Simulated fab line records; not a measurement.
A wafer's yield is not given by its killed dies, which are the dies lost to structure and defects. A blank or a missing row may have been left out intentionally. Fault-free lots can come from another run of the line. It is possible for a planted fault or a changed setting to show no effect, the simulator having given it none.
Matching of chambers | flow nand_harc | NHARC_A_STAIRCASE_DEP_259 on pecvd-03: 3 sister chambers
The step deposits SiON, target thk 30 nm. 3 wafers are shown with their chamber, then 7 later ones without.

== WAFERS, EACH WITH ITS CHAMBER ==
wafer  | chamber | heater_power_w (W)
L084.6 | 0       | 749
L087.1 | 2       | 725
L087.2 | 1       | 906

== WAFERS WITHOUT THEIR CHAMBER ==
wafer  | heater_power_w (W)
L087.3 | 819
L095.3 | 728
L095.4 | 770
L095.5 | 931
L094.2 | 826
L094.4 | 839
L094.6 | 797

== WHICH CHAMBER EACH WENT THROUGH ==
wafer  | from the rows above          | in truth
L087.3 | can't be placed: 0 or 1 or 2 | 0
L095.3 | can't be placed: 2 or 0      | 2
L095.4 | can't be placed: 0 or 2      | 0
L095.5 | 1                            | 1
L094.2 | can't be placed: 0 or 1 or 2 | 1
L094.4 | can't be placed: 1 or 0 or 2 | 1
L094.6 | can't be placed: 0 or 2 or 1 | 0
Correctly placed: 1 of 7. Cannot be placed on the basis of these rows: 6; the candidates contain the true chamber in 6. Number placed wrongly: 0.
How it was worked out, from the rows above alone: a wafer's distance from a chamber is the root of the sum, over the readings, of the square of ((its reading less the chamber's mean) divided by the reading's scatter). If the next closest chamber is less than 2 further off than the closest, the wafer can't be placed; otherwise it belongs to the closest. For every chamber, the mean is computed from those of its wafers that are shown. The scatter: with one shown wafer a chamber, the root of the mean of the squares of how far each hidden wafer lies from its nearest shown one.
